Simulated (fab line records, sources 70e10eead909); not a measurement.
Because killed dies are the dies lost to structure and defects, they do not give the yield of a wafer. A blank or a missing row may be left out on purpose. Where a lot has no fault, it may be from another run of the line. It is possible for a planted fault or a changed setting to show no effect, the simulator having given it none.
Matching of chambers | flow nand-harc | 4 sister chambers for NHARC_A_CHANNEL_FILL_D1_ETCHBACK_20 on rie-diel-03
The step etches the open film in C4F8/O2/Ar, target depth 27 nm, time 13.5 s. 8 wafers are shown with their chamber, then 12 later ones without.

== WAFERS PAIRED WITH THEIR CHAMBERS ==
wafer  | chamber | rf-vpp-V (V) | oes-product-au (a.u.)
L080.2 | 2       | 983          | 1.00
L080.4 | 3       | 973          | 0.99
L082.5 | 0       | 980          | 1.01
L084.3 | 2       | 982          | 1.02
L084.5 | 3       | 972          | 1.00
L086.1 | 1       | 974          | 1.01
L086.5 | 1       | 974          | 1.01
L086.6 | 0       | 979          | 1.01

== WAFERS MISSING THEIR CHAMBER ==
wafer  | rf-vpp-V (V) | oes-product-au (a.u.)
L088.1 | 972          | 1.00
L088.4 | 979          | 1.02
L088.6 | 978          | 1.02
L087.1 | 975          | 1.02
L087.4 | 972          | 0.99
L087.6 | 982          | 1.02
L093.2 | 983          | 0.95
L093.4 | 982          | 0.93
L093.5 | 979          | 0.93
L096.1 | 981          | 0.93
L096.3 | 978          | 0.92
L096.6 | 975          | 0.94

== EACH ONE'S CHAMBER ==
wafer  | from the rows above               | in truth
L088.1 | 3                                 | 3
L088.4 | 0                                 | 0
L088.6 | 0                                 | 0
L087.1 | 1                                 | 1
L087.4 | 3                                 | 3
L087.6 | 2                                 | 2
L093.2 | can't be placed: 2 or 0           | 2
L093.4 | can't be placed: 2 or 0           | 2
L093.5 | can't be placed: 0 or 2           | 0
L096.1 | can't be placed: 0 or 2           | 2
L096.3 | can't be placed: 0 or 3 or 1 or 2 | 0
L096.6 | can't be placed: 3 or 1           | 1
Correctly placed: 6 of 12. Not placeable from these rows: 6 (in 6, the candidates include the true chamber). Wrongly placed: 0.
How it was worked out, from the rows above alone: a wafer's distance from a chamber is the root of the sum, over the readings, of the square of ((its reading less the chamber's mean) divided by the reading's scatter). The wafer belongs to the nearest chamber; if the next one is less than 2 further off, it can't be placed. For every chamber, the mean is computed from those of its wafers that are shown. How the scatter is found: for the shown wafers, subtract from each reading the mean of its chamber, square and add these, divide the total by (wafers less chambers), then take the root.
